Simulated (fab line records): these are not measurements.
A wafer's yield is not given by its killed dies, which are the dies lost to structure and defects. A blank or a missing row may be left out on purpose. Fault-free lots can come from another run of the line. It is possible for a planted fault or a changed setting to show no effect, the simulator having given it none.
Matching of chambers | flow n5_finfet | N5_BEOL_M6_CURE_74 on uv_cure-03 has 3 sister chambers
The step cures SiCOH lowk, time 240 s. 16 wafers are shown with their chamber, then 8 later ones without.

## EACH WAFER AND ITS CHAMBER
wafer  | chamber | wafer_temp_C_max | lamp_power_pct (%)
L077.1 | 0       | 386.1            | 52.35
L077.4 | 0       | 386.5            | 52.32
L077.6 | 0       | 386.4            | 52.28
L081.2 | 2       | 386.2            | 52.24
L081.4 | 2       | 386.3            | 52.41
L081.5 | 2       | 386.5            | 52.32
L080.1 | 0       | 386.2            | 52.34
L080.2 | 0       | 386.4            | 52.33
L080.4 | 0       | 386.7            | 52.22
L087.1 | 2       | 387.2            | 52.32
L087.3 | 2       | 387.1            | 52.37
L087.4 | 2       | 386.8            | 52.33
L088.1 | 1       | 386.8            | 52.31
L088.4 | 1       | 387.1            | 52.43
L088.5 | 1       | 386.8            | 52.35
L090.3 | 1       | 387.2            | 52.35

SIGNATURES (means of the wafers above)
reading          | chamber 0 | chamber 1 | chamber 2 | scatter within a chamber
wafer_temp_C_max | 386.383   | 386.975   | 386.683   | 0.307
lamp_power_pct   | 52.3067   | 52.3600   | 52.3317   | 0.0525
Rule: a wafer's distance from a chamber is the root of the sum, over the readings, of the square of ((its reading less the chamber's mean) divided by the reading's scatter). The wafer belongs to the nearest chamber; if the next one is less than 2 further off, it can't be placed. How the scatter is found: for the shown wafers, subtract from each reading the mean of its chamber, square and add these, divide the total by (wafers less chambers), then take the root.

## WAFERS MISSING THEIR CHAMBER
wafer  | wafer_temp_C_max | lamp_power_pct (%)
L090.4 | 387.2            | 52.25
L090.6 | 387.2            | 52.29
L091.2 | 386.7            | 52.36
L091.3 | 386.6            | 52.32
L091.6 | 386.7            | 52.32
L093.1 | 386.7            | 52.37
L093.2 | 386.5            | 52.27
L093.4 | 386.3            | 52.43

## CHAMBER TAKEN BY EACH
wafer  | from the rows above          | in truth
L090.4 | can't be placed: 1 or 2 or 0 | 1
L090.6 | can't be placed: 1 or 2 or 0 | 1
L091.2 | can't be placed: 2 or 1 or 0 | 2
L091.3 | can't be placed: 2 or 0 or 1 | 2
L091.6 | can't be placed: 2 or 0 or 1 | 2
L093.1 | can't be placed: 2 or 1 or 0 | 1
L093.2 | can't be placed: 0 or 2 or 1 | 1
L093.4 | can't be placed: 2 or 0 or 1 | 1
Placed correctly: 0 of 8. From these rows, 8 cannot be placed; in 8 the true chamber is one of the candidates. Wrongly placed: 0.
